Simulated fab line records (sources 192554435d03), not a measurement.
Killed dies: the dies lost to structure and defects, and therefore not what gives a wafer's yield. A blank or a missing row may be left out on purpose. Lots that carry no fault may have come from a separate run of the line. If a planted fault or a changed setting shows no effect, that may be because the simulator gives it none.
Lot-split experiment / flow n5_finfet / 39 wafers read across 7 lots, on a route 1938 steps long

THE SPLIT ITSELF
At N5_SD_EPI_N_EXPOSE_06 (exposes mask SD N BLK, target cd 120 nm), the setting dose_mj was moved away from the recipe's 39.75 on 12 of the 39 wafers read, by -7.5% to +6.9%. For the rest of the wafers, this setting stayed at what the recipe calls for.

FROM THE SPLIT TO THE READING: what the file shows between them, 2 steps
- N5_SD_EPI_N_PEB_07: peb time 60 s
- N5_SD_EPI_N_DEVELOP_08: develop time 30 s

THE READING
Shown in nm: cd_nm at N5_SD_EPI_N_CD_MEAS_09, with target cd 120 nm. On this fab line, fault-free wafers typically give 120.2 nm with a standard deviation of 0.79 nm.

wafer=L075.1; tool, chamber at the split=arfi_scanner-03, 0; dose_mj as run=39.75; against the recipe=recipe; cd_nm, nm=120.4; against lot-mates on the recipe=-
wafer=L075.2; tool, chamber at the split=arfi_scanner-03, 0; dose_mj as run=41.85; against the recipe=+5.3%; cd_nm, nm=123.8; against lot-mates on the recipe=+3.2
wafer=L075.3; tool, chamber at the split=arfi_scanner-03, 0; dose_mj as run=39.75; against the recipe=recipe; cd_nm, nm=120.3; against lot-mates on the recipe=-
wafer=L075.4; tool, chamber at the split=arfi_scanner-03, 0; dose_mj as run=39.75; against the recipe=recipe; cd_nm, nm=121.1; against lot-mates on the recipe=-
wafer=L075.5; tool, chamber at the split=arfi_scanner-03, 0; dose_mj as run=41.85; against the recipe=+5.3%; cd_nm, nm=124.0; against lot-mates on the recipe=+3.4
wafer=L075.6; tool, chamber at the split=arfi_scanner-03, 0; dose_mj as run=41.85; against the recipe=+5.3%; cd_nm, nm=123.4; against lot-mates on the recipe=+2.8
wafer=L077.1; tool, chamber at the split=arfi_scanner-02, 0; dose_mj as run=39.75; against the recipe=recipe; cd_nm, nm=118.9; against lot-mates on the recipe=-
wafer=L077.2; tool, chamber at the split=arfi_scanner-02, 0; dose_mj as run=39.75; against the recipe=recipe; cd_nm, nm=119.2; against lot-mates on the recipe=-
wafer=L077.6; tool, chamber at the split=arfi_scanner-02, 0; dose_mj as run=39.75; against the recipe=recipe; cd_nm, nm=119.1; against lot-mates on the recipe=-
wafer=L078.1; tool, chamber at the split=arfi_scanner-01, 0; dose_mj as run=42.49; against the recipe=+6.9%; cd_nm, nm=124.5; against lot-mates on the recipe=+4.6
wafer=L078.2; tool, chamber at the split=arfi_scanner-01, 0; dose_mj as run=39.75; against the recipe=recipe; cd_nm, nm=119.7; against lot-mates on the recipe=-
wafer=L078.3; tool, chamber at the split=arfi_scanner-01, 0; dose_mj as run=39.75; against the recipe=recipe; cd_nm, nm=119.2; against lot-mates on the recipe=-
wafer=L078.4; tool, chamber at the split=arfi_scanner-01, 0; dose_mj as run=42.49; against the recipe=+6.9%; cd_nm, nm=124.0; against lot-mates on the recipe=+4.1
wafer=L078.5; tool, chamber at the split=arfi_scanner-01, 0; dose_mj as run=42.49; against the recipe=+6.9%; cd_nm, nm=124.4; against lot-mates on the recipe=+4.5
wafer=L078.6; tool, chamber at the split=arfi_scanner-01, 0; dose_mj as run=39.75; against the recipe=recipe; cd_nm, nm=120.9; against lot-mates on the recipe=-
wafer=L084.1; tool, chamber at the split=arfi_scanner-02, 0; dose_mj as run=39.75; against the recipe=recipe; cd_nm, nm=119.2; against lot-mates on the recipe=-
wafer=L084.2; tool, chamber at the split=arfi_scanner-02, 0; dose_mj as run=39.75; against the recipe=recipe; cd_nm, nm=120.2; against lot-mates on the recipe=-
wafer=L084.3; tool, chamber at the split=arfi_scanner-02, 0; dose_mj as run=39.75; against the recipe=recipe; cd_nm, nm=119.9; against lot-mates on the recipe=-
wafer=L084.4; tool, chamber at the split=arfi_scanner-02, 0; dose_mj as run=39.75; against the recipe=recipe; cd_nm, nm=119.8; against lot-mates on the recipe=-
wafer=L084.5; tool, chamber at the split=arfi_scanner-02, 0; dose_mj as run=39.75; against the recipe=recipe; cd_nm, nm=120.7; against lot-mates on the recipe=-
wafer=L084.6; tool, chamber at the split=arfi_scanner-02, 0; dose_mj as run=39.75; against the recipe=recipe; cd_nm, nm=120.2; against lot-mates on the recipe=-
wafer=L085.1; tool, chamber at the split=arfi_scanner-02, 0; dose_mj as run=39.75; against the recipe=recipe; cd_nm, nm=122.6; against lot-mates on the recipe=-
wafer=L085.2; tool, chamber at the split=arfi_scanner-02, 0; dose_mj as run=39.75; against the recipe=recipe; cd_nm, nm=120.4; against lot-mates on the recipe=-
wafer=L085.3; tool, chamber at the split=arfi_scanner-02, 0; dose_mj as run=39.75; against the recipe=recipe; cd_nm, nm=120.3; against lot-mates on the recipe=-
wafer=L085.4; tool, chamber at the split=arfi_scanner-02, 0; dose_mj as run=39.75; against the recipe=recipe; cd_nm, nm=120.9; against lot-mates on the recipe=-
wafer=L085.5; tool, chamber at the split=arfi_scanner-02, 0; dose_mj as run=39.75; against the recipe=recipe; cd_nm, nm=120.8; against lot-mates on the recipe=-
wafer=L085.6; tool, chamber at the split=arfi_scanner-02, 0; dose_mj as run=39.75; against the recipe=recipe; cd_nm, nm=121.6; against lot-mates on the recipe=-
wafer=L089.1; tool, chamber at the split=arfi_scanner-03, 0; dose_mj as run=38.91; against the recipe=-2.1%; cd_nm, nm=116.2; against lot-mates on the recipe=-3.2
wafer=L089.2; tool, chamber at the split=arfi_scanner-03, 0; dose_mj as run=38.91; against the recipe=-2.1%; cd_nm, nm=117.2; against lot-mates on the recipe=-2.2
wafer=L089.3; tool, chamber at the split=arfi_scanner-03, 0; dose_mj as run=39.75; against the recipe=recipe; cd_nm, nm=118.5; against lot-mates on the recipe=-
wafer=L089.4; tool, chamber at the split=arfi_scanner-03, 0; dose_mj as run=38.91; against the recipe=-2.1%; cd_nm, nm=117.5; against lot-mates on the recipe=-1.9
wafer=L089.5; tool, chamber at the split=arfi_scanner-03, 0; dose_mj as run=39.75; against the recipe=recipe; cd_nm, nm=120.2; against lot-mates on the recipe=-
wafer=L089.6; tool, chamber at the split=arfi_scanner-03, 0; dose_mj as run=39.75; against the recipe=recipe; cd_nm, nm=119.6; against lot-mates on the recipe=-
wafer=L090.1; tool, chamber at the split=arfi_scanner-02, 0; dose_mj as run=36.76; against the recipe=-7.5%; cd_nm, nm=114.9; against lot-mates on the recipe=-5.3
wafer=L090.2; tool, chamber at the split=arfi_scanner-02, 0; dose_mj as run=39.75; against the recipe=recipe; cd_nm, nm=120.9; against lot-mates on the recipe=-
wafer=L090.3; tool, chamber at the split=arfi_scanner-02, 0; dose_mj as run=39.75; against the recipe=recipe; cd_nm, nm=120.2; against lot-mates on the recipe=-
wafer=L090.4; tool, chamber at the split=arfi_scanner-02, 0; dose_mj as run=36.76; against the recipe=-7.5%; cd_nm, nm=115.0; against lot-mates on the recipe=-5.2
wafer=L090.5; tool, chamber at the split=arfi_scanner-02, 0; dose_mj as run=36.76; against the recipe=-7.5%; cd_nm, nm=113.6; against lot-mates on the recipe=-6.6
wafer=L090.6; tool, chamber at the split=arfi_scanner-02, 0; dose_mj as run=39.75; against the recipe=recipe; cd_nm, nm=119.6; against lot-mates on the recipe=-

FIT RESULTS
A straight line over all 39 wafers: cd_nm changes by +0.713 nm for each +1% of dose_mj; r = +0.93; the points scatter about the line by 0.93 nm.
The same after taking each lot's own level away (the mean of its wafers on the recipe; 39 wafers): +0.7 nm for each +1%; r = +0.96; scatter 0.65 nm.
Per that fit: largest dose_mj move, reading shift of 5.3 nm.
From 119.07 to 121.10 nm: that is the span of the lots' own levels, equal to 2.6 times the standard deviation above.
The two slopes are in agreement: the lot-to-lot level therefore moves the slope only a little.
Check: with one of the wafers moved furthest among these (-7.5%) left out of the fit, the line predicts -5.48 nm for it against its lot-mates. Against them it came out at -5.33 nm.

FURTHER SPLITS ON THESE WAFERS
Note: prior to the reading, these wafers also went through further splits. Each is held against what the fit with the lots' levels taken away leaves over:
other split on the same wafers=N5_PMOS_HMC_CHANNEL_EPI_EPI_20 temp_c; wafers away from the commonest value=15; r with cd_nm (lot level and that fit taken away)=-0.26
other split on the same wafers=N5_FIN_SAQP_SPACER1_ALD_24 ald_cycles; wafers away from the commonest value=15; r with cd_nm (lot level and that fit taken away)=+0.11
other split on the same wafers=N5_DUMMY_GATE_ETCH_31 target_depth_a; wafers away from the commonest value=12; r with cd_nm (lot level and that fit taken away)=-0.26

THE WHOLE CHAIN: every reading that the file lists as answering this split, in the file's order
step=N5_SD_EPI_N_CD_MEAS_09; what it does=target cd 120 nm; reading=cd_nm; change (the file's fit)=+0.699 nm for each +1% of the setting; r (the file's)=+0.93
step=N5_SD_EPI_N_DESCUM_14; what it does=chemistry O2, time 7.9 s; reading=SD_EPI_N.cd_nm (the simulator's own value, which no gauge read); change (the file's fit)=+0.699 nm for each +1% of the setting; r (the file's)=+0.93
step=N5_SD_EPI_N_ETCH_34; what it does=etches SiARC in CF4, target depth 45.5 nm, time 75.8 s; reading=SD_EPI_N.cd_nm (the simulator's own value, which no gauge read); change (the file's fit)=+0.695 nm for each +1% of the setting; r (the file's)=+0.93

FILE'S OWN FIT
cd_nm changes by +0.699 nm for each +1% of dose_mj, r = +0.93.
